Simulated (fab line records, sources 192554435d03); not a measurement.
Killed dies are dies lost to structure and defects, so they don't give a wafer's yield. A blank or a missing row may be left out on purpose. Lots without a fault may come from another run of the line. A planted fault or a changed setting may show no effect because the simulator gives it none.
Chamber matching | flow n5_finfet | N5_BEOL_M5_PRE_CLEAN_77 on cvd_co-01: 3 sister chambers
The step time 15 s. 3 wafers are shown with their chamber, then 12 later ones without.

WAFERS WITH THEIR CHAMBER
wafer  | chamber | heater_power_w (W)
L091.4 | 1       | 79
L090.2 | 2       | 79
L090.5 | 0       | 89

WAFERS WITHOUT THEIR CHAMBER
wafer  | heater_power_w (W)
L092.1 | 90
L092.2 | 78
L092.6 | 81
L093.3 | 91
L093.5 | 78
L093.6 | 90
L097.1 | 79
L097.3 | 82
L097.6 | 78
L095.2 | 78
L095.3 | 80
L095.6 | 87

WHICH CHAMBER EACH WENT THROUGH
wafer  | from the rows above     | in truth
L092.1 | 0                       | 0
L092.2 | can't be placed: 1 or 2 | 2
L092.6 | can't be placed: 1 or 2 | 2
L093.3 | 0                       | 0
L093.5 | can't be placed: 1 or 2 | 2
L093.6 | 0                       | 0
L097.1 | can't be placed: 1 or 2 | 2
L097.3 | can't be placed: 1 or 2 | 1
L097.6 | can't be placed: 1 or 2 | 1
L095.2 | can't be placed: 1 or 2 | 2
L095.3 | can't be placed: 1 or 2 | 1
L095.6 | 0                       | 0
Placed correctly: 4 of 12. Can't be placed from these rows: 8 (the true chamber is among the candidates in 8). Placed wrongly: 0.
How it was worked out, from the rows above alone: a wafer's distance from a chamber is the root of the sum, over the readings, of the square of ((its reading less the chamber's mean) divided by the reading's scatter). The wafer belongs to the nearest chamber; if the next one is less than 2 further off, it can't be placed. A chamber's mean is the mean of its shown wafers. The scatter: with one shown wafer a chamber, the root of the mean of the squares of how far each hidden wafer lies from its nearest shown one.
